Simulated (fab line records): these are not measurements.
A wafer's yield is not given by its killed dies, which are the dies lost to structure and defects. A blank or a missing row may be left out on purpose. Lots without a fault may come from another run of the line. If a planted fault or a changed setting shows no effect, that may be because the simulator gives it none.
fab line records | flow nand_harc
record lots=5 | wafers=15 | last_day=33
route steps=1302 shown A_CHANNEL_HOLE_D2@603 A_CHANNEL_FILL_D2@610
lots untouched by any fault: they come from a run of this same line in which no faults occurred
start_h: hours from the record's first day to the start of the lot's first wafer shown | wait_h: how many hours have passed since the lot's step before this one | " repeats the value in the row above | L1.1+2: one row covering several wafers at once | - no value, or no start given | * or withheld: withheld | < > ~ a bound
route shown NAME@n: a module of which the file shows steps, and the number in the route of the first | usual: mean/standard deviation of fault-free wafers | same: alike in all rows | chamber/n: place in a boat | sites: readings site by site | _std_site: how widely they spread, as a standard deviation | _edge_site: the outer-site mean with the inner-site mean subtracted | radius_mm: for every site, how far away it sits from the centre of the wafer | mask NAME#n: copy n | behind: the tool/chamber that last shaped the wafer | hold: why the lot was held/for how many hours/how that ended | device: which transistor (n, p or np) failed to switch | end of line: the same wafers' tests at the end of the route | step lacking rows: just its recipe | killed: not the wafer's yield, but the dies lost to structure and defects at the first sort | map: per-die view of a wafer (x killed, . not killed, _ where there is no die)
set.NAME: setting as actually run; set.NAME@STEP: the setting as run at that earlier step | model.NAME: the simulator's own value behind a step, which no gauge read
certain route steps with their lots: each step a table, each wafer a row
services: from which hour (start_h, from the record's first day; less than 0 if before it) a tool's chamber was out of use, for how many hours, and why
## steps
# step NHARC_A_CHANNEL_HOLE_D2_ETCH_44
# recipe target_depth_a=1400 | overetch_a=140 | time_s=77 | ion_energy_ev=100 | cf4_flow_sccm=80 | o2_flow_sccm=20 | ar_flow_sccm=0 | rf_w=300 | bias_w=100 | chemistry=CF4/O2
# usual drypump_motor_current_A=5.88/0.29 | oes_product_au=0.999/0.011 | rf_vpp_V=197.0/1.4 | showerhead_plenum_p_Torr=1.29/0.047 | throttle_valve_pct=13.398/0.0094
lot.wafer | tool        | chamber | start_h | wait_h | drypump_motor_current_A | oes_product_au | rf_hours_counter_h | rf_vpp_V | showerhead_plenum_p_Torr | throttle_valve_pct
L352.1    | rie_diel-06 | 2       | 299.54  | 0.0    | 5.82                    | 1.004          | 7.1                | 196.8    | 1.26                     | 13.417
L352.2    | "           | 1       | "       | "      | 5.71                    | 0.982          | 7.8                | 196.4    | 1.25                     | 13.397
L352.6    | "           | 2       | "       | "      | 5.84                    | 0.997          | -                  | 196.3    | 1.26                     | 13.397
L358.1    | rie_diel-02 | 3       | 353.14  | 0.1    | 5.57                    | 1.005          | 6.3                | 195.3    | 1.28                     | 13.406
L358.2    | "           | 0       | "       | "      | 5.75                    | 0.996          | 6.3                | 199.1    | 1.31                     | 13.392
L358.3    | "           | 2       | "       | "      | 6.18                    | 0.995          | 6.2                | 196.1    | 1.27                     | 13.415
L363.2    | rie_diel-12 | 0       | 410.41  | 0.1    | 5.91                    | 1.001          | 8.9                | 199.7    | 1.41                     | 13.394
L363.1    | "           | 1       | "       | "      | 6.03                    | 0.989          | 8.7                | 197.5    | 1.32                     | 13.397
L363.3    | "           | 2       | "       | "      | 6.60                    | 1.007          | 9.4                | 196.5    | 1.29                     | 13.405
L362.4    | rie_diel-02 | 1       | 415.62  | 0.1    | 5.60                    | 0.995          | 1.2                | 196.8    | 1.30                     | 13.411
L362.1    | "           | 2       | "       | "      | 6.20                    | 1.018          | 1.3                | 196.3    | 1.27                     | 13.396
L362.3    | "           | 3       | "       | "      | 5.60                    | 0.997          | 1.4                | 196.7    | 1.28                     | 13.387
L374.3    | rie_diel-02 | 1       | 526.54  | 0.1    | 5.60                    | 0.997          | 6.7                | 196.5    | 1.30                     | 13.388
L374.6    | "           | 0       | "       | "      | 5.76                    | 0.992          | -                  | 197.6    | 1.31                     | 13.402
L374.4    | "           | 1       | "       | "      | 5.60                    | 0.987          | -                  | 198.3    | 1.30                     | 13.399
# step NHARC_A_CHANNEL_HOLE_D2_STRIP_28
# recipe o2_flow_sccm=500 | ar_flow_sccm=0 | bias_w=0 | chemistry=O2
# usual drypump_motor_current_A=5.9/0.3 | oes_product_au=1.002/0.011 | rf_vpp_V=57.4/0.79 | showerhead_plenum_p_Torr=3.42/0.12 | throttle_valve_pct=17.038/0.009
lot.wafer | tool        | chamber | start_h | wait_h | drypump_motor_current_A | oes_product_au | rf_hours_counter_h | rf_vpp_V | showerhead_plenum_p_Torr | throttle_valve_pct
L352.2    | rie_diel-06 | 2       | -       | -      | 5.8                     | 1.001          | 7.2                | 57.7     | 3.35                     | 17.052
L352.1    | "           | 3       | "       | "      | 5.5                     | 1.007          | 8.2                | 57.5     | 3.33                     | 17.030
L352.6    | "           | 2       | "       | "      | 5.8                     | 0.994          | -                  | 57.6     | 3.35                     | 17.040
L358.1    | rie_diel-02 | 2       | -       | -      | 6.2                     | 1.014          | 6.3                | 57.8     | 3.37                     | 17.030
L358.3    | "           | 3       | "       | "      | 5.6                     | 1.005          | 6.4                | 58.5     | 3.38                     | 17.050
L358.2    | "           | 0       | "       | "      | 5.8                     | 1.010          | 6.4                | 57.8     | 3.47                     | 17.033
L363.1    | rie_diel-12 | 0       | -       | -      | 5.9                     | 0.995          | 9.0                | 57.9     | 3.72                     | 17.032
L363.3    | "           | 1       | "       | "      | 6.1                     | 1.000          | 8.7                | 57.4     | 3.49                     | 17.048
L363.2    | "           | 3       | "       | "      | 6.4                     | 0.990          | 7.5                | 57.6     | 3.65                     | 17.052
L362.1    | rie_diel-02 | 3       | -       | -      | 5.6                     | 1.002          | 1.5                | 57.7     | 3.38                     | 17.037
L362.3    | "           | 0       | "       | "      | 5.8                     | 0.997          | 1.3                | 58.2     | 3.47                     | 17.032
L362.4    | "           | 2       | "       | "      | 6.2                     | 1.010          | 1.4                | 56.5     | 3.37                     | 17.040
L374.3    | rie_diel-02 | 1       | -       | -      | 5.6                     | 0.989          | 6.8                | 56.6     | 3.44                     | 17.024
L374.4    | "           | 3       | "       | "      | 5.6                     | 0.995          | -                  | 56.8     | 3.38                     | 17.048
L374.6    | "           | 0       | "       | "      | 5.8                     | 0.992          | -                  | 57.1     | 3.47                     | 17.041
# step NHARC_A_CHANNEL_HOLE_D2_PRECLEAN_29
# recipe time_s=* | temp_c=50 | bath_age_min=0 | chemistry=SC1
# step NHARC_A_CHANNEL_HOLE_D2_SRD_30
# step NHARC_A_CHANNEL_HOLE_D2_CD_MEAS_31
# usual cd_nm=89.9/1.3
lot.wafer | tool      | chamber | start_h | wait_h | cd_nm
L352.1    | cd_sem-03 | -       | 300.34  | -      | 87.7
L352.2    | "         | -       | "       | "      | 88.0
L352.6    | "         | -       | "       | "      | 89.8
L358.1    | cd_sem-03 | -       | 354.05  | -      | 89.0
L358.2    | "         | -       | "       | "      | 90.3
L358.3    | "         | -       | "       | "      | 89.2
L363.1    | cd_sem-02 | -       | 411.19  | -      | 89.4
L363.2    | "         | -       | "       | "      | 91.4
L363.3    | "         | -       | "       | "      | 88.9
L362.1    | cd_sem-03 | -       | 416.42  | -      | 91.6
L362.3    | "         | -       | "       | "      | 90.1
L362.4    | "         | -       | "       | "      | 89.8
L374.3    | cd_sem-02 | -       | 527.45  | -      | 91.5
L374.4    | "         | -       | "       | "      | 91.2
L374.6    | "         | -       | "       | "      | 92.7
# step NHARC_A_CHANNEL_HOLE_D2_XSEM_32
# recipe landing_energy_ev=35000
# usual bot_cd_nm=74.4/1.5 | bow_nm=8.59/0.29 | tilt_deg=0.07/0.035
lot.wafer | tool    | chamber | start_h | wait_h | bot_cd_nm | bow_nm | tilt_deg
L352.1    | xsem-02 | 0       | 300.44  | 0.1    | 72.3      | 8.26   | 0.06
L352.2    | "       | 0       | "       | "      | 73.7      | 8.27   | 0.06
L352.6    | "       | 0       | "       | "      | 75.0      | 8.21   | 0.06
L358.1    | xsem-01 | 0       | 354.14  | 0.1    | 73.6      | 8.30   | 0.07
L358.2    | "       | 0       | "       | "      | 74.2      | 8.31   | 0.07
L358.3    | "       | 0       | "       | "      | 73.8      | 8.18   | 0.07
L363.1    | xsem-02 | 0       | 411.29  | 0.1    | 73.8      | 8.65   | 0.11
L363.2    | "       | 0       | "       | "      | 75.5      | 8.62   | 0.12
L363.3    | "       | 0       | "       | "      | 74.2      | 8.64   | 0.12
L362.1    | xsem-01 | 0       | 416.50  | 0.1    | 76.6      | 8.62   | 0.08
L362.3    | "       | 0       | "       | "      | 74.6      | 8.61   | 0.08
L362.4    | "       | 0       | "       | "      | 75.2      | 8.56   | 0.09
L374.3    | xsem-01 | 0       | 527.54  | 0.1    | 76.2      | 8.88   | 0.04
L374.4    | "       | 0       | "       | "      | 76.8      | 8.88   | 0.04
L374.6    | "       | 0       | "       | "      | 76.5      | 8.78   | 0.04
# step NHARC_A_CHANNEL_HOLE_D2_INSPECT_40
# usual raw_defect_count=289/80
lot.wafer | tool              | chamber | start_h | wait_h | raw_defect_count
L352.1    | defect_inspect-01 | -       | 300.53  | -      | 162
L352.2    | "                 | -       | "       | "      | 209
L352.6    | "                 | -       | "       | "      | 387
L358.1    | defect_inspect-02 | -       | 354.23  | -      | 238
L358.2    | "                 | -       | "       | "      | 407
L358.3    | "                 | -       | "       | "      | 390
L363.1    | defect_inspect-01 | -       | 411.38  | -      | 271
L363.2    | "                 | -       | "       | "      | 397
L363.3    | "                 | -       | "       | "      | 342
L362.1    | defect_inspect-02 | -       | 416.60  | -      | 327
L362.3    | "                 | -       | "       | "      | 310
L362.4    | "                 | -       | "       | "      | 313
L374.3    | defect_inspect-02 | -       | 527.63  | -      | 210
L374.4    | "                 | -       | "       | "      | 244
L374.6    | "                 | -       | "       | "      | 244
# step NHARC_A_CHANNEL_FILL_D2_PRECLEAN_00
# recipe time_s=* | temp_c=50 | bath_age_min=0 | chemistry=SC1
# step NHARC_A_CHANNEL_FILL_D2_SRD_01
# step NHARC_A_CHANNEL_FILL_D2_ALD_02
# recipe target_thk_a=60 | pulse_time_s=10 | ald_cycles=60 | temp_c=300 | material=SiO2
# usual heater_power_w=460/34 | precursor_pulse_height_rel=1.000/0.019 | susceptor_temp_C=300.00/0.21
lot.wafer | tool      | chamber | start_h | wait_h | heater_power_w | precursor_pulse_height_rel | susceptor_temp_C
L352.2    | ald_hk-02 | 0       | 300.87  | -      | 435            | 0.996                      | 300.35
L352.1    | "         | 1       | "       | "      | 465            | 0.982                      | 300.40
L352.6    | "         | 3       | "       | "      | 459            | 1.025                      | 299.95
L358.2    | ald_hk-01 | 0       | 354.62  | -      | 494            | 1.015                      | 299.96
L358.3    | "         | 1       | "       | "      | 456            | 1.017                      | 299.92
L358.1    | "         | 2       | "       | "      | 436            | 1.002                      | 300.24
L363.3    | ald_hk-02 | 2       | 411.57  | -      | 461            | 1.028                      | 299.95
L363.2    | "         | 0       | "       | "      | 441            | 1.000                      | 299.87
L363.1    | "         | 1       | "       | "      | 449            | 1.009                      | 299.99
L362.3    | ald_hk-01 | 0       | 416.80  | -      | 490            | 1.027                      | 299.74
L362.1    | "         | 2       | "       | "      | 437            | 1.019                      | 300.06
L362.4    | "         | 3       | "       | "      | 470            | 0.990                      | 299.84
L374.4    | ald_hk-01 | 1       | 527.83  | -      | 467            | 1.001                      | 300.12
L374.3    | "         | 3       | "       | "      | 470            | 1.009                      | 299.86
L374.6    | "         | 2       | "       | "      | 431            | 1.004                      | 299.99
# step NHARC_A_CHANNEL_FILL_D2_ALD_03
# recipe target_thk_a=60 | pulse_time_s=60 | ald_cycles=58 | temp_c=630 | pressure_torr=2 | material=SiNx
# step NHARC_A_CHANNEL_FILL_D2_ALD_14
# recipe target_thk_a=25 | pulse_time_s=10 | ald_cycles=25 | temp_c=300 | material=SiO2
# usual heater_power_w=459/36 | precursor_pulse_height_rel=1.001/0.018 | susceptor_temp_C=299.99/0.18
lot.wafer | tool      | chamber | start_h | wait_h | heater_power_w | precursor_pulse_height_rel | susceptor_temp_C
L352.1    | ald_hk-03 | 2       | 307.83  | 0.1    | 406            | 0.994                      | 299.60
L352.2    | "         | 0       | "       | "      | 544            | 0.998                      | 300.13
L352.6    | "         | 2       | "       | "      | 401            | 1.004                      | 300.18
L358.3    | ald_hk-02 | 2       | 361.25  | 0.1    | 468            | 1.018                      | 300.04
L358.1    | "         | 3       | "       | "      | 485            | 0.996                      | 299.82
L358.2    | "         | 0       | "       | "      | 458            | 1.021                      | 300.09
L363.3    | ald_hk-02 | 0       | 418.67  | 0.1    | 446            | 1.036                      | 300.15
L363.1    | "         | 1       | "       | "      | 444            | 0.988                      | 299.90
L363.2    | "         | 2       | "       | "      | 461            | 1.007                      | 299.87
L362.4    | ald_hk-02 | 2       | 423.97  | 0.2    | 455            | 1.023                      | 300.03
L362.1    | "         | 0       | "       | "      | 443            | 0.970                      | 299.92
L362.3    | "         | 1       | "       | "      | 447            | 0.987                      | 300.11
L374.4    | ald_hk-03 | 3       | 533.80  | 0.3    | 392            | 1.001                      | 300.13
L374.3    | "         | 0       | "       | "      | 540            | 1.001                      | 300.00
L374.6    | "         | 1       | "       | "      | 438            | 1.015                      | 299.98
# step NHARC_A_CHANNEL_FILL_D2_ALD_15
# recipe target_thk_a=20 | pulse_time_s=60 | ald_cycles=19 | temp_c=630 | pressure_torr=2 | material=SiNx
# usual precursor_pulse_height_rel=1.000/0.02 | susceptor_temp_C=630.0/0.34
lot.wafer | tool             | chamber | start_h | wait_h | precursor_pulse_height_rel | susceptor_temp_C
L352.1    | ald_sin_batch-02 | 0       | 311.11  | 3.2    | 0.996                      | 629.4
L352.2    | "                | 0       | "       | "      | 1.012                      | 630.1
L352.6    | "                | 0       | "       | "      | 0.984                      | 630.0
L358.1    | ald_sin_batch-01 | 0       | 364.33  | -      | 1.006                      | -
L358.2    | "                | 0       | "       | "      | 1.009                      | -
L358.3    | "                | 0       | "       | "      | 0.977                      | -
L363.1    | ald_sin_batch-02 | 0       | 421.75  | -      | 0.994                      | 608.9
L363.2    | "                | 0       | "       | "      | 1.028                      | 608.5
L363.3    | "                | 0       | "       | "      | 1.009                      | 608.8
L362.1    | ald_sin_batch-01 | 0       | 427.10  | -      | 0.987                      | 630.1
L362.3    | "                | 0       | "       | "      | 1.016                      | 629.9
L362.4    | "                | 0       | "       | "      | 1.015                      | 630.5
L374.3    | ald_sin_batch-02 | 0       | 536.62  | -      | 1.005                      | 630.5
L374.4    | "                | 0       | "       | "      | 1.000                      | 629.6
L374.6    | "                | 0       | "       | "      | 0.993                      | 629.6
# step NHARC_A_CHANNEL_FILL_D2_ALD_16
# recipe target_thk_a=15 | pulse_time_s=10 | ald_cycles=15 | temp_c=300 | material=SiO2
## services
tool        | chamber | start_h | hours | kind
rie_diel-12 | 2       | 296.80  | 3.3   | repair
ald_hk-01   | -       | 300.39  | 10.0  | pm
rie_diel-02 | -       | 306.39  | 0.4   | repair
rie_diel-06 | -       | 307.20  | 9.0   | pm
ald_hk-02   | -       | 348.50  | 10.0  | pm
rie_diel-02 | 1       | 352.07  | 24.1  | repair
rie_diel-12 | -       | 354.05  | 0.3   | repair
rie_diel-12 | 1       | 365.95  | 14.2  | repair
xsem-01     | -       | 374.00  | 14.0  | pm
rie_diel-06 | 1       | 374.85  | 14.9  | repair
rie_diel-06 | 3       | 392.61  | 16.5  | repair
rie_diel-02 | -       | 393.70  | 9.0   | pm
rie_diel-12 | 2       | 395.01  | 4.2   | repair
ald_hk-01   | -       | 415.84  | 0.4   | repair
rie_diel-12 | -       | 445.42  | 9.0   | pm
rie_diel-02 | 1       | 455.86  | 5.6   | repair
ald_hk-02   | -       | 457.53  | 0.7   | repair
rie_diel-06 | -       | 473.57  | 0.4   | repair
rie_diel-06 | 2       | 475.67  | 1.4   | repair
rie_diel-12 | 1       | 481.06  | 1.9   | repair
rie_diel-06 | -       | 484.20  | 9.0   | pm
rie_diel-02 | 3       | 493.72  | 4.7   | repair
rie_diel-02 | 2       | 493.90  | 59.7  | repair
rie_diel-12 | 2       | 494.14  | 8.8   | repair
## key
first_sign step=NHARC_A_CHANNEL_FILL_D2_ALD_15 | reading=susceptor_temp_C | direction=down | sigmas=63 | usual=* | struck=*
effect none on later readings
met_at NHARC_A_CHANNEL_FILL_D2_ALD_15
struck_wafers L363.1,L363.2,L363.3
tester_left_out L363
onset_between 311.11 421.75
fault kind=process_parameter_drift | tool=ald_sin_batch-02 | chamber=- | onset_h=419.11 | steps=NHARC_A_CHANNEL_FILL_D1_ALD_03,NHARC_A_CHANNEL_FILL_D1_ALD_15,NHARC_A_CHANNEL_FILL_D2_ALD_03,NHARC_A_CHANNEL_FILL_D2_ALD_15 | channel=temp_c | offset=* | shape=step | end_h=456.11 | stated=*
# tester_left_out: of these lots the tester's yield and bins aren't shown, on N5 and GAA mostly nor the transistor test; their killed dies are dies lost to structure and defects alone, not to doping, threshold or leakage, so they don't give the yield
